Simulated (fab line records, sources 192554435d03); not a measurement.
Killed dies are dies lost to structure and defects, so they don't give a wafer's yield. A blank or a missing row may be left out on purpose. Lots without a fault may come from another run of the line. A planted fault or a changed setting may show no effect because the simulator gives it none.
Which tool did it? | flow n5_finfet | 24 lots, 72 wafers sampled, at 6 steps of a route of 1938

WHAT THE GAUGES READ, wafer by wafer
N5_BEOL_M1_CD_MEAS_28: target cd y 23.3 nm. Usual: cd_nm 24.00 nm, standard deviation 0.22.
lot  | measured     | on        | cd_nm (nm)        | flag
L074 | day 6 05:11  | cd_sem-01 | 23.99 24.00 23.78 |
L075 | day 6 10:59  | cd_sem-03 | 23.75 23.89 24.07 |
L076 | day 6 16:39  | cd_sem-02 | 23.78 23.81 23.75 |
L077 | day 6 22:23  | cd_sem-02 | 23.99 23.91 24.27 |
L078 | day 7 02:32  | cd_sem-02 | 24.26 24.02 24.07 |
L079 | day 7 06:28  | cd_sem-02 | 23.67 23.86 23.69 |
L080 | day 7 16:05  | cd_sem-01 | 24.30 24.03 24.27 |
L081 | day 8 01:08  | cd_sem-03 | 24.31 24.29 24.16 |
L083 | day 8 08:43  | cd_sem-03 | 23.89 24.24 24.00 |
L082 | day 8 13:53  | cd_sem-03 | 24.07 24.32 24.22 |
L084 | day 8 15:01  | cd_sem-02 | 23.88 24.43 24.29 |
L085 | day 8 18:20  | cd_sem-02 | 24.16 24.30 24.09 |
L086 | day 9 01:35  | cd_sem-02 | 23.79 23.57 23.73 |
L087 | day 9 14:28  | cd_sem-03 | 23.81 23.55 24.20 |
L089 | day 9 23:35  | cd_sem-02 | 23.92 23.96 24.05 |
L088 | day 10 04:31 | cd_sem-01 | 24.47 24.06 24.39 |
L090 | day 10 08:28 | cd_sem-02 | 23.91 23.93 23.88 |
L091 | day 10 13:25 | cd_sem-02 | 24.05 23.87 24.03 |
L093 | day 10 23:28 | cd_sem-02 | 24.05 23.69 23.80 |
L092 | day 10 23:52 | cd_sem-01 | 24.20 23.88 24.04 |
L094 | day 11 06:32 | cd_sem-03 | 23.87 24.24 24.41 |
L096 | day 11 11:40 | cd_sem-03 | 24.25 24.57 24.15 |
L095 | day 11 12:10 | cd_sem-02 | 23.92 23.77 23.89 |
L097 | day 11 18:48 | cd_sem-03 | 24.37 24.15 24.17 |

N5_BEOL_M1_CD_MEAS_35: target cd 18 nm, target cd y 21 nm. Usual: cd_nm 18.0 nm, standard deviation 0.37.
lot  | measured     | on        | cd_nm (nm)     | flag
L074 | day 6 10:27  | cd_sem-02 | 18.1 18.2 18.4 |
L075 | day 6 15:11  | cd_sem-02 | 18.4 18.5 18.2 |
L076 | day 6 18:13  | cd_sem-01 | 17.1 17.8 17.8 |
L077 | day 6 23:31  | cd_sem-03 | 17.6 17.5 17.8 |
L078 | day 7 04:08  | cd_sem-01 | 18.0 17.5 18.2 |
L079 | day 7 07:32  | cd_sem-03 | 17.6 17.5 17.8 |
L080 | day 7 17:10  | cd_sem-01 | 18.0 17.6 18.1 |
L081 | day 8 02:40  | cd_sem-01 | 18.4 18.1 17.6 |
L083 | day 8 12:21  | cd_sem-03 | 18.0 17.8 17.7 |
L082 | day 8 17:20  | cd_sem-01 | 18.2 18.3 18.3 |
L084 | day 8 17:26  | cd_sem-02 | 18.1 18.0 17.4 |
L085 | day 8 20:28  | cd_sem-01 | 18.3 18.7 17.9 |
L086 | day 9 04:41  | cd_sem-01 | 18.0 17.6 18.0 |
L087 | day 9 16:21  | cd_sem-03 | 17.5 17.6 18.1 |
L089 | day 10 03:41 | cd_sem-03 | 17.9 18.0 18.0 |
L088 | day 10 18:17 | cd_sem-03 | 17.4 17.8 17.9 |
L090 | day 10 18:11 | cd_sem-01 | 17.6 17.6 17.9 |
L091 | day 10 22:46 | cd_sem-02 | 18.6 18.1 18.2 |
L093 | day 11 02:26 | cd_sem-02 | 18.4 18.2 18.4 |
L092 | day 11 06:47 | cd_sem-03 | 17.6 17.8 17.9 |
L094 | day 11 10:07 | cd_sem-01 | 18.4 18.1 18.1 |
L096 | day 11 13:12 | cd_sem-03 | 18.7 17.9 18.6 |
L095 | day 11 14:17 | cd_sem-03 | 17.7 18.0 17.9 |
L097 | day 11 20:10 | cd_sem-01 | 18.2 18.1 17.4 |

N5_BEOL_M1_THK_MEAS_53: measures by xrf. Usual: M1_THK 40.7 nm, standard deviation 1.4.
lot  | measured     | on            | M1_THK (nm)    | flag
L074 | day 6 15:23  | film_metro-01 | 40.7 41.4 42.9 |
L075 | day 6 18:56  | film_metro-02 | 40.2 40.5 42.3 |
L076 | day 6 21:29  | film_metro-02 | 41.0 40.3 42.8 |
L077 | day 7 03:44  | film_metro-02 | 41.2 42.8 41.6 |
L078 | day 7 07:32  | film_metro-02 | 40.8 42.8 41.3 |
L079 | day 7 12:10  | film_metro-02 | 42.1 41.9 42.2 |
L080 | day 7 21:55  | film_metro-02 | 39.0 41.7 41.2 |
L081 | day 8 06:44  | film_metro-01 | 38.8 39.7 40.4 |
L083 | day 8 16:51  | film_metro-02 | 39.6 40.6 39.2 |
L082 | day 8 20:50  | film_metro-01 | 41.1 41.1 41.3 |
L084 | day 8 21:04  | film_metro-01 | 40.0 42.5 43.5 |
L085 | day 9 00:05  | film_metro-01 | 39.9 43.6 42.0 |
L086 | day 9 07:58  | film_metro-02 | 39.0 39.8 40.4 |
L087 | day 9 19:31  | film_metro-02 | 41.3 41.9 41.6 |
L089 | day 10 07:02 | film_metro-02 | 42.7 41.0 41.1 |
L088 | day 10 23:32 | film_metro-01 | 39.7 40.2 43.0 |
L090 | day 10 21:41 | film_metro-01 | 41.8 40.3 41.9 |
L091 | day 11 02:18 | film_metro-01 | 41.4 41.1 40.9 |
L093 | day 11 05:55 | film_metro-01 | 38.9 41.5 41.0 |
L092 | day 11 10:25 | film_metro-02 | 42.0 42.1 41.5 |
L094 | day 11 13:20 | film_metro-01 | 39.9 41.6 39.9 |
L096 | day 11 17:19 | film_metro-02 | 39.8 42.8 42.7 |
L095 | day 11 18:04 | film_metro-02 | 38.5 38.2 39.9 |
L097 | day 11 23:59 | film_metro-02 | 38.7 39.2 38.4 |

WHICH TOOL RAN EACH LOT (tool, then ch and the chambers of the sampled wafers, then the start)
lot  | N5_BEOL_M1_SPUTTER_48        | N5_BEOL_M1_SPUTTER_81        | N5_BEOL_M1_SPUTTER_88
L074 | pvd_sputter-01, day 6 12:51  | pvd_sputter-01, day 6 13:17  | pvd_sputter-01, day 6 13:44
L075 | pvd_sputter-03, day 6 16:23  | pvd_sputter-03, day 6 16:50  | pvd_sputter-03, day 6 17:16
L076 | pvd_sputter-02, day 6 18:56  | pvd_sputter-02, day 6 19:22  | pvd_sputter-02, day 6 19:49
L077 | pvd_sputter-03, day 7 01:10  | pvd_sputter-03, day 7 01:37  | pvd_sputter-03, day 7 02:03
L078 | pvd_sputter-02, day 7 04:59  | pvd_sputter-02, day 7 05:26  | pvd_sputter-02, day 7 05:52
L079 | pvd_sputter-01, day 7 09:08  | pvd_sputter-01, day 7 09:34  | pvd_sputter-01, day 7 10:01
L080 | pvd_sputter-03, day 7 19:22  | pvd_sputter-03, day 7 19:49  | pvd_sputter-03, day 7 20:15
L081 | pvd_sputter-02, day 8 04:01  | pvd_sputter-02, day 8 04:28  | pvd_sputter-02, day 8 04:54
L083 | pvd_sputter-03, day 8 14:17  | pvd_sputter-03, day 8 14:44  | pvd_sputter-03, day 8 15:10
L082 | pvd_sputter-01, day 8 18:05  | pvd_sputter-01, day 8 18:31  | pvd_sputter-01, day 8 18:58
L084 | pvd_sputter-02, day 8 18:19  | pvd_sputter-02, day 8 18:45  | pvd_sputter-02, day 8 19:11
L085 | pvd_sputter-03, day 8 21:32  | pvd_sputter-03, day 8 21:59  | pvd_sputter-03, day 8 22:25
L086 | pvd_sputter-03, day 9 05:25  | pvd_sputter-03, day 9 05:51  | pvd_sputter-03, day 9 06:17
L087 | pvd_sputter-03, day 9 16:58  | pvd_sputter-03, day 9 17:24  | pvd_sputter-03, day 9 17:50
L089 | pvd_sputter-02, day 10 04:29 | pvd_sputter-02, day 10 04:56 | pvd_sputter-02, day 10 05:22
L088 | pvd_sputter-02, day 10 20:59 | pvd_sputter-02, day 10 21:26 | pvd_sputter-02, day 10 21:52
L090 | pvd_sputter-02, day 10 19:09 | pvd_sputter-02, day 10 19:35 | pvd_sputter-02, day 10 20:02
L091 | pvd_sputter-02, day 10 23:39 | pvd_sputter-02, day 11 00:05 | pvd_sputter-02, day 11 00:32
L093 | pvd_sputter-03, day 11 03:21 | pvd_sputter-03, day 11 03:47 | pvd_sputter-03, day 11 04:14
L092 | pvd_sputter-03, day 11 07:52 | pvd_sputter-03, day 11 08:19 | pvd_sputter-03, day 11 08:45
L094 | pvd_sputter-01, day 11 10:47 | pvd_sputter-01, day 11 11:14 | pvd_sputter-01, day 11 11:40
L096 | pvd_sputter-03, day 11 14:46 | pvd_sputter-03, day 11 15:12 | pvd_sputter-03, day 11 15:38
L095 | pvd_sputter-01, day 11 15:32 | pvd_sputter-01, day 11 15:58 | pvd_sputter-01, day 11 16:25
L097 | pvd_sputter-01, day 11 21:26 | pvd_sputter-01, day 11 21:53 | pvd_sputter-01, day 11 22:19
- N5_BEOL_M1_SPUTTER_48: material Cu, target thk 4.5 nm, time 8.29 s.
- N5_BEOL_M1_SPUTTER_81: material Cu, target thk 4.5 nm, time 8.29 s.
- N5_BEOL_M1_SPUTTER_88: material Cu, target thk 4.5 nm, time 8.29 s.

WHAT THE TOOLS THEMSELVES READ (means of the sampled wafers that have a number; where no wafer has one, the mark that the record gives instead)
N5_BEOL_M1_SPUTTER_48. Usual: throttle_valve_pct 30.1 %, standard deviation 1.
lot  | tool           | throttle_valve_pct (%) | flag
L074 | pvd_sputter-01 | 30.1                   |
L075 | pvd_sputter-03 | 30.4                   |
L076 | pvd_sputter-02 | 29.6                   |
L077 | pvd_sputter-03 | 29.6                   |
L078 | pvd_sputter-02 | 30.2                   |
L079 | pvd_sputter-01 | 30.5                   |
L080 | pvd_sputter-03 | 29.1                   |
L081 | pvd_sputter-02 | 30.5                   |
L083 | pvd_sputter-03 | 31.0                   |
L082 | pvd_sputter-01 | 30.4                   |
L084 | pvd_sputter-02 | 29.9                   |
L085 | pvd_sputter-03 | 29.9                   |
L086 | pvd_sputter-03 | 31.2                   |
L087 | pvd_sputter-03 | 29.8                   |
L089 | pvd_sputter-02 | 29.5                   |
L088 | pvd_sputter-02 | 30.4                   |
L090 | pvd_sputter-02 | 29.4                   |
L091 | pvd_sputter-02 | 29.6                   |
L093 | pvd_sputter-03 | 29.7                   |
L092 | pvd_sputter-03 | 30.4                   |
L094 | pvd_sputter-01 | 30.1                   |
L096 | pvd_sputter-03 | 29.7                   |
L095 | pvd_sputter-01 | 30.4                   |
L097 | pvd_sputter-01 | 30.6                   |

N5_BEOL_M1_SPUTTER_81. Usual: throttle_valve_pct 30.1 %, standard deviation 1.
lot  | tool           | throttle_valve_pct (%) | flag
L074 | pvd_sputter-01 | 29.9                   |
L075 | pvd_sputter-03 | 30.4                   |
L076 | pvd_sputter-02 | 29.5                   |
L077 | pvd_sputter-03 | 29.7                   |
L078 | pvd_sputter-02 | 30.0                   |
L079 | pvd_sputter-01 | 30.4                   |
L080 | pvd_sputter-03 | 29.1                   |
L081 | pvd_sputter-02 | 30.6                   |
L083 | pvd_sputter-03 | 31.1                   |
L082 | pvd_sputter-01 | 30.6                   |
L084 | pvd_sputter-02 | 29.8                   |
L085 | pvd_sputter-03 | 30.1                   |
L086 | pvd_sputter-03 | 30.9                   |
L087 | pvd_sputter-03 | 29.8                   |
L089 | pvd_sputter-02 | 29.5                   |
L088 | pvd_sputter-02 | 30.6                   |
L090 | pvd_sputter-02 | 29.4                   |
L091 | pvd_sputter-02 | 29.4                   |
L093 | pvd_sputter-03 | 29.5                   |
L092 | pvd_sputter-03 | 30.6                   |
L094 | pvd_sputter-01 | 30.0                   |
L096 | pvd_sputter-03 | 29.6                   |
L095 | pvd_sputter-01 | 30.6                   |
L097 | pvd_sputter-01 | 30.8                   |

N5_BEOL_M1_SPUTTER_88. Usual: throttle_valve_pct 30.1 %, standard deviation 1.1.
lot  | tool           | throttle_valve_pct (%) | flag
L074 | pvd_sputter-01 | 29.8                   |
L075 | pvd_sputter-03 | 30.7                   |
L076 | pvd_sputter-02 | 29.6                   |
L077 | pvd_sputter-03 | 29.7                   |
L078 | pvd_sputter-02 | 29.9                   |
L079 | pvd_sputter-01 | 30.6                   |
L080 | pvd_sputter-03 | 29.2                   |
L081 | pvd_sputter-02 | 30.5                   |
L083 | pvd_sputter-03 | 31.0                   |
L082 | pvd_sputter-01 | 30.5                   |
L084 | pvd_sputter-02 | 29.8                   |
L085 | pvd_sputter-03 | 30.0                   |
L086 | pvd_sputter-03 | 30.9                   |
L087 | pvd_sputter-03 | 29.7                   |
L089 | pvd_sputter-02 | 29.3                   |
L088 | pvd_sputter-02 | 30.6                   |
L090 | pvd_sputter-02 | 29.4                   |
L091 | pvd_sputter-02 | 29.3                   |
L093 | pvd_sputter-03 | 29.5                   |
L092 | pvd_sputter-03 | 30.7                   |
L094 | pvd_sputter-01 | 29.9                   |
L096 | pvd_sputter-03 | 29.5                   |
L095 | pvd_sputter-01 | 30.6                   |
L097 | pvd_sputter-01 | 30.7                   |

THE ANSWER, worked out from the rows above alone
Rule: a lot is off if the mean of its wafers that have a number lies more than 3 standard deviations from the usual mean. A lot without any number at a reading at which 4 lots or more have one is off too. The other lots that the step has rows for count as sound. The gauges are gone through in route order, then the tools' own readings, and for those a lot's mean is taken as printed above. The first step at which some lot is off is used, and at that step the reading that is off furthest; a lot without a number counts as furthest.
No lot is off at any reading shown: from this, nothing can be told.

WHAT THE SIMULATOR HAD PUT IN
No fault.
